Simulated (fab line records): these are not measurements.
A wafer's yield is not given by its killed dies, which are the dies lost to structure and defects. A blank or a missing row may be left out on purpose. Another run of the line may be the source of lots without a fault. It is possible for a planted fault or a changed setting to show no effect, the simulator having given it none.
fab line records | flow n5Finfet | part 2 of 2: steps 24 to 35 of 35
record lots=5 | wafers=15 | lastDay=18
route steps=1938 shown STI_FIN_REVEAL@185 DUMMY_GATE@212
lots with no fault: from the same line, run without faults
startH: hours from the record's first day to the start of the lot's first wafer shown | waitH: time in hours since the lot's previous step | " same as the row above | L1.1+2: several wafers, shown together as one row | - no value present, or no start provided | * or withheld: withheld | < > ~ a bound
route shown NAME@n: NAME is a module with steps in the file, n the number in the route of the first one | usual: mean and standard deviation over wafers with no fault | same: alike in all rows | chamber/n: place in a boat | sites: the reading at each site | _std_site: standard deviation across them | _edge_site: the outer-site mean with the inner-site mean subtracted | radiusMm: for every site, how far away it sits from the centre of the wafer | mask NAME#n: copy n | behind: the tool/chamber that last shaped the wafer | hold: why the lot was held/for how many hours/how that ended | device: the transistor (n, p or np) that didn't switch | end of line: the tests these same wafers got at the end of their route | a step without rows: its recipe alone | killed: dies that structure and defects cost at the first sort, which is not the same as the wafer's yield | map: the dies of a wafer, with x for killed, . for not killed, _ for no die there
set.NAME: the run value of the setting; set.NAME@STEP: its run value at that earlier step | model.NAME: the simulator's own value behind a step, which no gauge read
a table for each step, a row for each wafer; lots at some steps of the route
services: from which hour (startH, from the record's first day; less than 0 if before it) a tool's chamber was out of use, for how many hours, and why
## steps
# step N5_STI_FIN_REVEAL_FIN_H_MEAS_10
# usual trenchDepthNm=52.2/0.88
lot.wafer | tool   | chamber | startH | waitH | trenchDepthNm
L074.2    | ocd-02 | -       | 38.36  | 0.0   | 52.4
L074.4    | "      | -       | "      | "     | 51.1
L074.6    | "      | -       | "      | "     | 53.3
L082.2    | ocd-01 | -       | 87.29  | 0.0   | 52.0
L082.3    | "      | -       | "      | "     | 51.5
L082.5    | "      | -       | "      | "     | 51.9
L084.1    | ocd-01 | -       | 99.65  | 0.0   | 52.3
L084.3    | "      | -       | "      | "     | 50.7
L084.6    | "      | -       | "      | "     | 52.9
L086.1    | ocd-01 | -       | 112.32 | 0.0   | 51.8
L086.3    | "      | -       | "      | "     | 52.3
L086.6    | "      | -       | "      | "     | 52.8
L095.2    | ocd-02 | -       | 162.16 | 0.0   | 52.5
L095.5    | "      | -       | "      | "     | 52.3
L095.6    | "      | -       | "      | "     | 51.8
# step N5_STI_FIN_REVEAL_PRECLEAN_18
# recipe chemistry=SC2 | timeS=45 | tempC=35 | mix=1:1:50
lot.wafer  | tool        | chamber | startH | waitH
L074.2+4+6 | wetBench-02 | 4,2,0   | 38.43  | 0.1
L082.2+3+5 | wetBench-02 | 3,6,0   | 87.32  | 0.0
L084.1+3+6 | wetBench-01 | 2,1,0   | 99.68  | 0.0
L086.1+3+6 | wetBench-01 | 3,2,5   | 112.35 | 0.0
L095.2+5+6 | wetBench-02 | 3,2,4   | 162.19 | 0.0
# step N5_STI_FIN_REVEAL_SRD_28
# recipe dry=ipaMarangoni | timeS=30 | tempC=23 | rinseLiquid=diw
lot.wafer  | tool        | chamber | startH | waitH
L074.2+4+6 | wetBench-02 | 4,2,0   | 38.44  | 0.0
L082.2+3+5 | wetBench-02 | 3,6,0   | 87.34  | 0.0
L084.1+3+6 | wetBench-01 | 2,1,0   | 99.70  | 0.0
L086.1+3+6 | wetBench-01 | 3,2,5   | 112.37 | 0.0
L095.2+5+6 | wetBench-02 | 3,2,4   | 162.21 | 0.0
# step N5_STI_FIN_REVEAL_INSPECT_13
# recipe inspectInstrument=darkfield | mode=postClean
# usual rawDefectCount=12/5
lot.wafer | tool             | chamber | startH | waitH | rawDefectCount
L074.2    | defectInspect-01 | -       | 38.48  | 0.0   | 19
L074.4    | "                | -       | "      | "     | 16
L074.6    | "                | -       | "      | "     | 17
L082.2    | defectInspect-01 | -       | 87.38  | 0.0   | 11
L082.3    | "                | -       | "      | "     | 8
L082.5    | "                | -       | "      | "     | 15
L084.1    | defectInspect-02 | -       | 99.74  | 0.0   | 14
L084.3    | "                | -       | "      | "     | 12
L084.6    | "                | -       | "      | "     | 17
L086.1    | defectInspect-01 | -       | 112.41 | 0.0   | 16
L086.3    | "                | -       | "      | "     | 9
L086.6    | "                | -       | "      | "     | 9
L095.2    | defectInspect-02 | -       | 162.25 | 0.0   | 9
L095.5    | "                | -       | "      | "     | 11
L095.6    | "                | -       | "      | "     | 7
# step N5_DUMMY_GATE_PRECLEAN_00
# recipe chemistry=O3/DIW | timeS=60 | tempC=22 | o3Ppm=10
# usual o3Ppm=10.01/0.093
lot.wafer | tool        | chamber | startH | waitH | o3Ppm
L074.2    | wetBench-05 | 2       | 38.51  | 0.0   | 10.04
L074.4    | "           | 6       | "      | "     | 10.02
L074.6    | "           | 5       | "      | "     | 9.97
L082.2    | wetBench-04 | 0       | 87.41  | 0.0   | 10.04
L082.3    | "           | 5       | "      | "     | 9.98
L082.5    | "           | 7       | "      | "     | 10.04
L084.1    | wetBench-04 | 1       | 99.77  | 0.0   | 9.98
L084.3    | "           | 6       | "      | "     | 9.90
L084.6    | "           | 2       | "      | "     | 9.97
L086.1    | wetBench-06 | 7       | 112.44 | 0.0   | 10.05
L086.3    | "           | 0       | "      | "     | 9.90
L086.6    | "           | 6       | "      | "     | 10.00
L095.2    | wetBench-05 | 6       | 162.27 | 0.0   | 9.89
L095.5    | "           | 4       | "      | "     | 9.86
L095.6    | "           | 5       | "      | "     | 10.17
# step N5_DUMMY_GATE_SRD_01
# recipe timeS=30 | tempC=23 | rinseLiquid=diw | dry=ipaMarangoni
lot.wafer  | tool        | chamber | startH | waitH
L074.2+4+6 | wetBench-05 | 2,6,5   | 38.53  | 0.0
L082.2+3+5 | wetBench-04 | 0,5,7   | 87.42  | 0.0
L084.1+3+6 | wetBench-04 | 1,6,2   | 99.79  | 0.0
L086.1+3+6 | wetBench-06 | 7,0,6   | 112.48 | 0.0
L095.2+5+6 | wetBench-05 | 6,4,5   | 162.29 | 0.0
# step N5_DUMMY_GATE_ALD_02
# recipe material=SiO2 | targetThkA=20 | tempC=300 | aldPrecursorFamily=BDEAS | aldCoReactant=O2-plasma | pulseTimeS=1 | pressureTorr=2
# usual chamberPressureTorr=2.000/0.0042 | heaterPowerW=472/40 | precursorPulseHeightRel=1.003/0.019
# same pulseTimeS=1
lot.wafer | tool      | chamber | startH | waitH | chamberPressureTorr | heaterPowerW | precursorPulseHeightRel
L074.2    | aldSin-02 | 2       | 38.58  | 0.0   | 2.003               | 500          | 1.024
L074.4    | "         | 3       | "      | "     | 1.996               | 485          | 0.989
L074.6    | "         | 3       | "      | "     | 2.008               | 478          | 1.014
L082.2    | aldSin-04 | 0       | 87.47  | 0.0   | 1.995               | 461          | 1.009
L082.3    | "         | 1       | "      | "     | 1.996               | 427          | 1.018
L082.5    | "         | 0       | "      | "     | 2.007               | 460          | 0.990
L084.1    | aldSin-03 | 3       | 100.17 | 0.4   | 2.000               | 518          | 0.997
L084.3    | "         | 1       | "      | "     | 2.003               | 489          | 0.993
L084.6    | "         | 3       | "      | "     | 1.998               | 511          | 1.008
L086.1    | aldSin-03 | 3       | 112.54 | 0.0   | 1.999               | 517          | 0.984
L086.3    | "         | 2       | "      | "     | 1.998               | 543          | 1.002
L086.6    | "         | 2       | "      | "     | 1.994               | 534          | 0.978
L095.2    | aldSin-04 | 2       | 162.73 | 0.4   | 2.009               | 466          | 1.015
L095.5    | "         | 2       | "      | "     | 2.008               | 470          | 1.001
L095.6    | "         | 3       | "      | "     | 2.009               | 426          | 1.029
# step N5_DUMMY_GATE_CVD_03
# recipe material=a-Si | targetThkA=1500 | tempC=530 | precursor=SiH4 | timeS=8042
# usual zonePowerCentrePct=7.6/0.66 | zonePowerUpperPct=6.8/0.45
lot.wafer | tool     | chamber | startH | waitH | zonePowerCentrePct | zonePowerUpperPct
L074.2    | lpcvd-02 | 1/45    | 38.68  | 0.1   | 8.6                | 7.3
L074.4    | "        | 1/54    | "      | "     | 8.6                | 7.3
L074.6    | "        | 1/64    | "      | "     | 8.6                | 7.3
L082.2    | lpcvd-01 | 1/20    | 87.58  | 0.1   | 7.5                | 6.1
L082.3    | "        | 1/25    | "      | "     | 7.5                | 6.1
L082.5    | "        | 1/34    | "      | "     | 7.5                | 6.1
L084.1    | lpcvd-01 | 0/90    | 100.28 | 0.1   | 7.1                | 6.8
L084.3    | "        | 0/100   | "      | "     | 7.1                | 6.8
L084.6    | "        | 0/114   | "      | "     | 7.1                | 6.8
L086.1    | lpcvd-01 | 0/15    | 112.65 | 0.1   | 7.2                | 6.8
L086.3    | "        | 0/25    | "      | "     | 7.2                | 6.8
L086.6    | "        | 0/39    | "      | "     | 7.2                | 6.8
L095.2    | lpcvd-01 | 0/20    | 162.84 | 0.1   | 7.1                | 6.8
L095.5    | "        | 0/34    | "      | "     | 7.1                | 6.8
L095.6    | "        | 0/39    | "      | "     | 7.1                | 6.8
# step N5_DUMMY_GATE_PRECLEAN_46
# recipe chemistry=DIW | timeS=89.5 | tempC=23
lot.wafer  | tool        | chamber | startH | waitH
L074.2+4+6 | wetBench-06 | 4,3,5   | 42.36  | 0.0
L082.2+3+5 | wetBench-05 | 0,7,1   | 91.25  | 0.0
L084.1+3+6 | wetBench-04 | 7,5,0   | 103.97 | 0.0
L086.1+3+6 | wetBench-04 | 5,6,0   | 116.32 | 0.0
L095.2+5+6 | wetBench-04 | 1,2,6   | 166.51 | 0.0
# step N5_DUMMY_GATE_SRD_47
# recipe dryTimeS=32 | dry=n2Spin | spinRpm=1500
lot.wafer  | tool        | chamber | startH | waitH
L074.2+4+6 | wetBench-06 | 4,3,5   | 42.39  | 0.0
L082.2+3+5 | wetBench-05 | 0,7,1   | 91.28  | 0.0
L084.1+3+6 | wetBench-04 | 7,5,0   | 104.00 | 0.0
L086.1+3+6 | wetBench-04 | 5,6,0   | 116.35 | 0.0
L095.2+5+6 | wetBench-04 | 1,2,6   | 166.54 | 0.0
# step N5_DUMMY_GATE_CMP_04
# recipe material=a-Si | postCmpClean=alkalineBrush
# usual motorCurrentA=10.2/0.76 | retainingRingPressureFrac=1.000/0.0049 | timeToEndpointS=13.2/2.4
lot.wafer | tool   | chamber | startH | waitH | motorCurrentA | retainingRingPressureFrac | timeToEndpointS
L074.2    | cmp-01 | 0       | 42.42  | 0.0   | 10.5          | 0.996                     | 13.7
L074.4    | "      | 2       | "      | "     | 10.3          | 0.996                     | 10.2
L074.6    | "      | 0       | "      | "     | 10.6          | 1.000                     | 9.4
L082.3    | cmp-01 | 1       | 91.34  | 0.1   | 9.8           | 0.997                     | 13.3
L082.2    | "      | 2       | "      | "     | 10.5          | 1.007                     | 12.5
L082.5    | "      | 0       | "      | "     | 10.4          | 0.999                     | 10.2
L084.1    | cmp-04 | 2       | 104.06 | 0.1   | 9.5           | 0.994                     | 13.7
L084.3    | "      | 3       | "      | "     | 9.7           | 0.990                     | 15.9
L084.6    | "      | 1       | "      | "     | 11.3          | 1.002                     | 10.4
L086.1    | cmp-02 | 2       | 116.45 | 0.1   | 10.8          | 1.009                     | 14.9
L086.3    | "      | 3       | "      | "     | 9.6           | 0.993                     | 11.2
L086.6    | "      | 1       | "      | "     | 10.4          | 0.999                     | 13.6
L095.2    | cmp-01 | 1       | 166.60 | 0.1   | 9.8           | 0.997                     | 20.5
L095.6    | "      | 0       | "      | "     | 9.9           | 1.000                     | 14.5
L095.5    | "      | 1       | "      | "     | 9.3           | 1.002                     | 18.1
# step N5_DUMMY_GATE_THK_MEAS_05
# usual thkNm=72.1/1.2
lot.wafer | tool         | chamber | startH | waitH | thkNm
L074.2    | filmMetro-02 | -       | 42.66  | 0.2   | 70.3
L074.4    | "            | -       | "      | "     | 69.9
L074.6    | "            | -       | "      | "     | 70.2
L082.2    | filmMetro-01 | -       | 91.56  | 0.1   | 72.3
L082.3    | "            | -       | "      | "     | 73.6
L082.5    | "            | -       | "      | "     | 72.3
L084.1    | filmMetro-01 | -       | 104.27 | 0.2   | 70.8
L084.3    | "            | -       | "      | "     | 72.5
L084.6    | "            | -       | "      | "     | 69.9
L086.1    | filmMetro-02 | -       | 116.62 | 0.1   | 73.0
L086.3    | "            | -       | "      | "     | 73.9
L086.6    | "            | -       | "      | "     | 74.1
L095.2    | filmMetro-01 | -       | 166.81 | 0.2   | 74.1
L095.5    | "            | -       | "      | "     | 73.5
L095.6    | "            | -       | "      | "     | 71.5
## services
tool            | chamber | startH | hours | kind
vaporEtch-02    | -       | 9.40   | 0.1   | repair
wetBench-05     | -       | 10.86  | 5.0   | repair
cmp-02          | -       | 36.87  | 6.4   | repair
rieDiel-05      | -       | 44.27  | 2.8   | pm
wetBench-06     | -       | 45.62  | 2.9   | repair
plasmaAsher-01  | -       | 53.54  | 17.2  | repair
rieDiel-03      | 2       | 54.26  | 1.3   | repair
cmp-02          | -       | 54.86  | 3.2   | pm
cmp-01          | -       | 56.21  | 4.0   | pm
cmp-02          | -       | 60.73  | 1.8   | repair
cmp-02          | -       | 63.68  | 1.8   | repair
cmp-01          | -       | 74.32  | 0.8   | repair
remotePlasma-02 | -       | 81.04  | 0.4   | repair
plasmaAsher-01  | -       | 85.42  | 2.8   | pm
wetBench-01     | -       | 89.02  | 0.7   | repair
plasmaAsher-01  | -       | 95.43  | 3.5   | repair
wetBench-05     | -       | 108.35 | 1.9   | pm
cmp-01          | -       | 122.23 | 2.0   | repair
wetBench-06     | -       | 128.45 | 1.5   | repair
plasmaAsher-01  | -       | 128.60 | 21.9  | repair
vaporEtch-02    | -       | 130.84 | 4.3   | pm
cmp-01          | -       | 149.83 | 0.3   | repair
wetBench-02     | -       | 155.61 | 0.8   | repair
rieDiel-03      | 2       | 165.53 | 5.8   | repair
